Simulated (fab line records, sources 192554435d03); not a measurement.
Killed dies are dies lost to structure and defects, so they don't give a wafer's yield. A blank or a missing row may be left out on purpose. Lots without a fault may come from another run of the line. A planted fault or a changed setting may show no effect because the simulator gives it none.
Split-lot experiment | flow n5_finfet | 7 lots, 39 wafers read, on a route of 1938 steps

THE SPLIT
At N5_BEOL_M10_TRENCH_ETCH_37 (etches SiCOH lowk in C4F6/O2, target depth 148.83 nm, time 48 s), the setting time_s was moved away from the recipe's 48 s on 18 of the 39 wafers read, by -51.2% to +39.6%. The other wafers ran this setting at the recipe's value.

FROM THE SPLIT TO THE READING: what the file shows between them, 11 steps
- N5_BEOL_M10_ETCH_41: etches SiCN in CH3F/O2, target depth 42.6 nm, time 86 s
- N5_BEOL_M10_STRIP_77: strips in N2/H2, time 10 s
- N5_BEOL_M10_OCD_MEAS_38
- N5_BEOL_M10_HM_STRIP_39: strips TiN in peroxide tin strip, target depth 25 nm, time 158 s
- N5_BEOL_M10_SRD_40: time 30 s
- N5_BEOL_M10_ECD_50: material Cu, target thk 318 nm
- N5_BEOL_M10_ANNEAL_51: time 90 s
- N5_BEOL_M10_CMP_52: polishes, stops on SiCOH lowk, t overpolish 7 s, target thk 140 nm
- N5_BEOL_M10_THK_MEAS_53: measures by xrf
- N5_BEOL_M10_PRE_CLEAN_55: time 15 s
- N5_BEOL_M10_DEP_56: deposits SiCN from 3MS/NH3, target thk 15 nm, time 26.5 s

THE READING
M10_RS, in ohm/sq, at N5_BEOL_M10_RS_MEAS_57 (measures by four-point-probe). Fault-free wafers of this fab line usually give 0.150 ohm/sq, standard deviation 0.0031 ohm/sq.

wafer  | tool, chamber at the split | time_s as run, s | against the recipe | M10_RS, ohm/sq | against lot-mates on the recipe
L077.1 | rie_diel-04, 0             | 48               | recipe             | 0.148          | -
L077.2 | rie_diel-04, 3             | 23.42            | -51.2%             | 0.368          | +0.219
L077.3 | rie_diel-04, 1             | 23.42            | -51.2%             | 0.372          | +0.223
L077.4 | rie_diel-04, 2             | 23.42            | -51.2%             | 0.370          | +0.221
L077.5 | rie_diel-04, 3             | 48               | recipe             | 0.149          | -
L077.6 | rie_diel-04, 0             | 48               | recipe             | 0.149          | -
L082.1 | rie_diel-03, 0             | 48               | recipe             | 0.156          | -
L082.2 | rie_diel-03, 3             | 34.58            | -28.0%             | 0.217          | +0.063
L082.3 | rie_diel-03, 2             | 48               | recipe             | 0.156          | -
L082.4 | rie_diel-03, 1             | 48               | recipe             | 0.150          | -
L082.5 | rie_diel-03, 3             | 34.58            | -28.0%             | 0.219          | +0.065
L082.6 | rie_diel-03, 2             | 34.58            | -28.0%             | 0.234          | +0.080
L084.1 | rie_diel-03, 2             | 48               | recipe             | 0.158          | -
L084.2 | rie_diel-03, 1             | 48               | recipe             | 0.148          | -
L084.3 | rie_diel-03, 0             | 48               | recipe             | 0.152          | -
L084.4 | rie_diel-03, 3             | 24.97            | -48.0%             | 0.336          | +0.183
L084.5 | rie_diel-03, 0             | 24.97            | -48.0%             | 0.350          | +0.197
L084.6 | rie_diel-03, 3             | 24.97            | -48.0%             | 0.328          | +0.175
L085.1 | rie_diel-03, 1             | 35.54            | -26.0%             | 0.211          | +0.062
L085.2 | rie_diel-03, 3             | 48               | recipe             | 0.146          | -
L085.3 | rie_diel-03, 2             | 35.54            | -26.0%             | 0.223          | +0.074
L085.4 | rie_diel-03, 0             | 48               | recipe             | 0.153          | -
L085.5 | rie_diel-03, 2             | 35.54            | -26.0%             | 0.222          | +0.073
L085.6 | rie_diel-03, 3             | 48               | recipe             | 0.147          | -
L086.1 | rie_diel-04, 0             | 67               | +39.6%             | 0.102          | -0.045
L086.2 | rie_diel-04, 1             | 67               | +39.6%             | 0.100          | -0.047
L086.3 | rie_diel-04, 3             | 48               | recipe             | 0.147          | -
L086.4 | rie_diel-04, 2             | 48               | recipe             | 0.147          | -
L086.5 | rie_diel-04, 2             | 67               | +39.6%             | 0.102          | -0.045
L086.6 | rie_diel-04, 3             | 48               | recipe             | 0.148          | -
L092.1 | rie_diel-05, 3             | 36.49            | -24.0%             | 0.209          | +0.061
L092.2 | rie_diel-05, 0             | 48               | recipe             | 0.148          | -
L092.3 | rie_diel-05, 1             | 48               | recipe             | 0.150          | -
L092.4 | rie_diel-05, 2             | 48               | recipe             | 0.147          | -
L092.5 | rie_diel-05, 2             | 36.49            | -24.0%             | 0.203          | +0.055
L092.6 | rie_diel-05, 3             | 36.49            | -24.0%             | 0.210          | +0.062
L096.1 | rie_diel-03, 2             | 48               | recipe             | 0.158          | -
L096.2 | rie_diel-03, 1             | 48               | recipe             | 0.152          | -
L096.4 | rie_diel-03, 0             | 48               | recipe             | 0.158          | -

THE FIT
A straight line over all 39 wafers: M10_RS changes by -0.00304 ohm/sq for each +1% of time_s; r = -0.93; the points scatter about the line by 0.029 ohm/sq.
The same after taking each lot's own level away (the mean of its wafers on the recipe; 39 wafers): -0.00301 ohm/sq for each +1%; r = -0.93; scatter 0.029 ohm/sq.
On that fit, the largest move of time_s shifts the reading by 0.15 ohm/sq.
The lots' own levels span 0.1473 to 0.1560 ohm/sq, that is 2.8 times the standard deviation above.
So the lot-to-lot level changes the slope little: the two slopes agree.
Check: with one of the wafers moved furthest among these (-51.2%) left out of the fit, the line predicts +0.159 ohm/sq for it against its lot-mates. It came out at +0.219 ohm/sq against them.

THE WHOLE CHAIN: every reading that the file lists as answering this split, in the file's order
step                       | what it does                                                       | reading                                                                           | change (the file's fit)                | r (the file's)
N5_BEOL_M10_TRENCH_ETCH_37 | etches SiCOH lowk in C4F6/O2, target depth 148.83 nm, time 48 s    | BEOL_M10.feature_depth_nm (the simulator's own value, which no gauge read)        | +1.5 nm for each +1% of the setting    | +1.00
N5_BEOL_M10_TRENCH_ETCH_37 | etches SiCOH lowk in C4F6/O2, target depth 148.83 nm, time 48 s    | etch.depth_nm (the simulator's own value, which no gauge read)                    | +1.5 nm for each +1% of the setting    | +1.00
N5_BEOL_M10_TRENCH_ETCH_37 | etches SiCOH lowk in C4F6/O2, target depth 148.83 nm, time 48 s    | TiN_of_BEOL_M10_HM_DEP_02.thk_nm (the simulator's own value, which no gauge read) | -0.0419 nm for each +1% of the setting | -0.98
N5_BEOL_M10_OCD_MEAS_38    |                                                                    | trench_depth_nm                                                                   | +1.5 nm for each +1% of the setting    | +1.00
N5_BEOL_M10_CMP_52         | polishes, stops on SiCOH lowk, t overpolish 7 s, target thk 140 nm | Cu_of_BEOL_M10_ECD_50.thk_nm (the simulator's own value, which no gauge read)     | +1.49 nm for each +1% of the setting   | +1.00
N5_BEOL_M10_THK_MEAS_53    | measures by xrf                                                    | M10_THK                                                                           | +1.46 for each +1% of the setting      | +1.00
N5_BEOL_M10_RS_MEAS_57     | measures by four-point-probe                                       | M10_RS                                                                            | -0.0032 for each +1% of the setting    | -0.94

THE FILE'S OWN FIT
M10_RS changes by -0.0032 ohm/sq for each +1% of time_s, r = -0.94.
